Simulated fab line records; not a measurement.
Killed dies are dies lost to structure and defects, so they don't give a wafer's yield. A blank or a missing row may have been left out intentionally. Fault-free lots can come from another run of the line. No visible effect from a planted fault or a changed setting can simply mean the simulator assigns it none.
What tool caused it? | flow nandHarc | 12 lots with 36 wafers sampled at 5 steps, on a route of 1302 steps

WHAT EACH GAUGE READ, for each wafer
NHARC_A_BONDPAD_THK_MEAS_20: measures by xrf. Usual: thkNm at 170.1 nm, with a standard deviation of 1.4.
lot  | measured     | on           | thkNm (nm)        | flag
L372 | day 23 23:07 | filmMetro-02 | 170.7 169.7 172.0 | 
L371 | day 24 01:28 | filmMetro-01 | 169.2 166.6 170.9 | 
L374 | day 24 01:58 | filmMetro-02 | 170.1 169.4 168.3 | 
L373 | day 24 05:24 | filmMetro-02 | 169.3 173.9 169.0 | 
L375 | day 24 12:37 | filmMetro-02 | 169.0 168.8 170.6 | 
L377 | day 25 23:24 | filmMetro-02 | 169.7 170.0 168.5 | 
L379 | day 27 02:50 | filmMetro-01 | 170.9 171.5 170.7 | 
L380 | day 27 05:13 | filmMetro-02 | 168.7 170.6 169.1 | 
L383 | day 27 21:51 | filmMetro-02 | 173.0 170.9 173.2 | 
L389 | day 31 03:05 | filmMetro-01 | 170.1 169.0 170.1 | 
L390 | day 31 07:56 | filmMetro-02 | 169.7 171.3 170.1 | 
L393 | day 32 13:22 | filmMetro-02 | 171.4 169.2 171.2 | 

NHARC_END_SORT_01. Usual: defectLimitedYield 90 % (standard deviation 3.4); killedAtArray 62 (standard deviation 22); killedAtOther 1.0 (standard deviation 1.4); killedAtPeriphery 4.2 (standard deviation 2.8); killedDies 67 (standard deviation 23); killedOpen 3.1 (standard deviation 1.7); killedShort 2.1 (standard deviation 1.5).
lot  | measured     | on        | defectLimitedYield (%) | killedAtArray | killedAtOther | killedAtPeriphery | killedDies | killedOpen | killedShort | flag
L375 | day 25 19:37 | prober-02 | 93 94 95               | 37 37 29      | 6 1 1         | 2 2 7             | 45 40 37   | 2 2 2      | 2 3 2       | 
L380 | day 28 06:41 | prober-01 | 94 94 93               | 35 38 42      | 2 3 4         | 1 3 1             | 38 44 47   | 0 0 2      | 0 1 1       | 
L390 | day 33 07:31 | prober-02 | 89 90 89               | 68 58 66      | 1 5 8         | 3 7 3             | 72 70 77   | 3 4 5      | 2 4 5       | 
L393 | day 33 19:40 | prober-01 | 96 96 95               | 24 27 32      | 0 1 1         | 2 1 4             | 26 29 37   | 2 3 2      | 1 3 6       | 

WHICH TOOL RAN EACH LOT (tool, then ch and the chambers of the sampled wafers, then the start)
lot  | NHARC_A_BONDPAD_ETCH_34           | NHARC_A_BONDPAD_STRIP_15          | NHARC_A_BONDPAD_PVD_27
L372 | rieDiel-09 ch 0,1,3, day 23 20:49 | rieDiel-09 ch 2,3, day 23 21:07   | pvdSputter-03, day 23 23:07 or earlier
L371 | rieDiel-09 ch 2,3, day 23 23:08   | rieDiel-09 ch 0,1,3, day 23 23:29 | pvdSputter-01, day 24 01:28 or earlier
L374 | rieDiel-05 ch 0,1,3, day 23 23:40 | rieDiel-09 ch 0,2,3, day 23 23:58 | pvdSputter-03, day 24 01:58 or earlier
L373 | rieDiel-05 ch 1,2,3, day 24 03:06 | rieDiel-09 ch 0,3, day 24 03:25   | pvdSputter-01, day 24 05:24 or earlier
L375 | rieDiel-09 ch 0,1,2, day 24 10:22 | rieDiel-09 ch 1,2,3, day 24 10:41 | pvdSputter-02, day 24 12:37 or earlier
L377 | rieDiel-08 ch 2,3, day 25 20:42   | rieDiel-09 ch 0,3, day 25 21:00   | pvdSputter-03, day 25 23:24 or earlier
L379 | rieDiel-08 ch 1,2,3, day 27 00:36 | rieDiel-08 ch 0,3, day 27 00:53   | pvdSputter-03, day 27 02:50 or earlier
L380 | rieDiel-09 ch 0,1,3, day 27 02:52 | rieDiel-09 ch 0,1,2, day 27 03:12 | pvdSputter-02, day 27 05:13 or earlier
L383 | rieDiel-09 ch 1,2, day 27 19:31   | rieDiel-09 ch 1,2, day 27 19:51   | pvdSputter-03, day 27 21:51 or earlier
L389 | rieDiel-09 ch 0,2, day 31 00:44   | rieDiel-08 ch 0,2, day 31 01:05   | pvdSputter-03, day 31 03:05 or earlier
L390 | rieDiel-09 ch 0,2,3, day 31 05:39 | rieDiel-09 ch 0,3, day 31 05:58   | pvdSputter-03, day 31 07:56 or earlier
L393 | rieDiel-09 ch 0,2, day 32 11:04   | rieDiel-08 ch 0,3, day 32 11:24   | pvdSputter-03, day 32 13:22 or earlier
- NHARC_A_BONDPAD_ETCH_34: etches the open film in N2/H2, target depth 60 nm, overetch 18 nm, time 65.91 s.
- NHARC_A_BONDPAD_STRIP_15: strips in O2.
- NHARC_A_BONDPAD_PVD_27: deposits Cu, target thk 30 nm, time 20.49 s.

WHAT THE TOOLS THEMSELVES READ (means of the sampled wafers that have a number; where no wafer has one, the mark that the record gives instead)
NHARC_A_BONDPAD_ETCH_34. Usual: drypumpMotorCurrentA 5.5 A, standard deviation 0.55; oesProductAu 0.998 a.u., standard deviation 0.011; rfFwdPowerW 396.5 W, standard deviation 1.7; rfVppV 430 V, standard deviation 3; showerheadPlenumPTorr 2.03 Torr, standard deviation 0.11; throttleValvePct 14.172 %, standard deviation 0.0083.
lot  | tool       | drypumpMotorCurrentA (A) | oesProductAu (a.u.) | rfFwdPowerW (W) | rfVppV (V) | showerheadPlenumPTorr (Torr) | throttleValvePct (%) | flag
L372 | rieDiel-09 | 5.6                      | 0.998               | 396.1           | 430        | 2.03                         | 14.168               | 
L371 | rieDiel-09 | 5.3                      | 0.990               | 397.0           | 433        | 2.12                         | 14.170               | 
L374 | rieDiel-05 | 5.4                      | 0.990               | 395.9           | 431        | 2.02                         | 14.170               | 
L373 | rieDiel-05 | 5.3                      | 1.002               | 397.2           | 431        | 2.01                         | 14.174               | 
L375 | rieDiel-09 | 5.3                      | 1.005               | 397.5           | 427        | 1.93                         | 14.168               | 
L377 | rieDiel-08 | 6.3                      | 0.996               | 397.2           | 431        | 2.07                         | 14.177               | 
L379 | rieDiel-08 | 5.8                      | 0.999               | 396.3           | 431        | 2.05                         | 14.170               | 
L380 | rieDiel-09 | 5.6                      | 0.990               | 398.1           | 430        | 2.03                         | 14.170               | 
L383 | rieDiel-09 | 5.1                      | 1.004               | 397.6           | 427        | 1.90                         | 14.166               | 
L389 | rieDiel-09 | 5.0                      | 1.008               | 397.3           | 428        | 1.95                         | 14.174               | 
L390 | rieDiel-09 | 5.2                      | 1.010               | 397.0           | 430        | 2.03                         | 14.178               | 
L393 | rieDiel-09 | 5.0                      | 1.005               | 397.8           | 428        | 1.95                         | 14.179               | 

NHARC_A_BONDPAD_STRIP_15. Usual: chamberPressureMTorr 59.99 mTorr, standard deviation 0.057; drypumpMotorCurrentA 5.6 A, standard deviation 0.55; oesProductAu 0.998 a.u., standard deviation 0.013; rfVppV 57.8 V, standard deviation 0.88; showerheadPlenumPTorr 3.53 Torr, standard deviation 0.16; throttleValvePct 17.037 %, standard deviation 0.0078.
lot  | tool       | chamberPressureMTorr (mTorr) | drypumpMotorCurrentA (A) | oesProductAu (a.u.) | rfVppV (V) | showerheadPlenumPTorr (Torr) | throttleValvePct (%) | flag
L372 | rieDiel-09 | 59.99                        | 5.0                      | 1.011               | 57.3       | 3.49                         | 17.037               | 
L371 | rieDiel-09 | 59.99                        | 5.6                      | 0.987               | 58.0       | 3.51                         | 17.034               | 
L374 | rieDiel-09 | 59.95                        | 5.2                      | 1.010               | 57.5       | 3.52                         | 17.043               | 
L373 | rieDiel-09 | 60.01                        | 5.3                      | 1.004               | 57.9       | 3.56                         | 17.036               | 
L375 | rieDiel-09 | 59.97                        | 5.4                      | 0.995               | 57.6       | 3.47                         | 17.034               | 
L377 | rieDiel-09 | 59.96                        | 5.3                      | 0.995               | 58.7       | 3.56                         | 17.036               | 
L379 | rieDiel-08 | 60.01                        | 5.7                      | 0.988               | 58.3       | 3.69                         | 17.038               | 
L380 | rieDiel-09 | 54.76                        | 5.3                      | 1.016               | 57.6       | 3.35                         | 17.035               | OFF
L383 | rieDiel-09 | 54.82                        | 5.1                      | 1.009               | 58.2       | 3.31                         | 17.027               | OFF
L389 | rieDiel-08 | 59.98                        | 6.1                      | 0.988               | 58.4       | 3.67                         | 17.033               | 
L390 | rieDiel-09 | 60.02                        | 5.3                      | 0.997               | 57.8       | 3.55                         | 17.039               | 
L393 | rieDiel-08 | 59.97                        | 5.7                      | 1.007               | 58.3       | 3.69                         | 17.041               | 

NHARC_A_BONDPAD_PVD_27. Usual: throttleValvePct at 30.3 %, with a standard deviation of 1.1.
lot  | tool          | throttleValvePct (%) | flag
L372 | pvdSputter-03 | 30.7                 | 
L371 | pvdSputter-01 | 29.2                 | 
L374 | pvdSputter-03 | 30.4                 | 
L373 | pvdSputter-01 | 29.7                 | 
L375 | pvdSputter-02 | 30.1                 | 
L377 | pvdSputter-03 | 30.9                 | 
L379 | pvdSputter-03 | 30.4                 | 
L380 | pvdSputter-02 | 30.1                 | 
L383 | pvdSputter-03 | 30.7                 | 
L389 | pvdSputter-03 | 30.9                 | 
L390 | pvdSputter-03 | 30.7                 | 
L393 | pvdSputter-03 | 31.2                 | 

THE ANSWER, worked out from the rows above alone
Rule: take the mean of a lot's wafers that have a number; if it is more than 3 standard deviations from the usual mean, the lot is off. Also off: a lot with no number at a reading for which 4 or more lots have one. Where the step has rows for the other lots, those lots are counted as sound. Order of review: gauges by route order, followed by the tools' own readings, for which a lot's mean as printed above is used. At the first step where some lot is off, the reading lying furthest off is the one used; lots without a number count as furthest.
Off: L380, L383, at NHARC_A_BONDPAD_STRIP_15 (chamberPressureMTorr).
A tool fits if, at that step or a process step before it, it ran every lot that is off, and no sound lot after the first of them. None of those tried fits.

WHAT HAD BEEN PUT IN BY THE SIMULATOR
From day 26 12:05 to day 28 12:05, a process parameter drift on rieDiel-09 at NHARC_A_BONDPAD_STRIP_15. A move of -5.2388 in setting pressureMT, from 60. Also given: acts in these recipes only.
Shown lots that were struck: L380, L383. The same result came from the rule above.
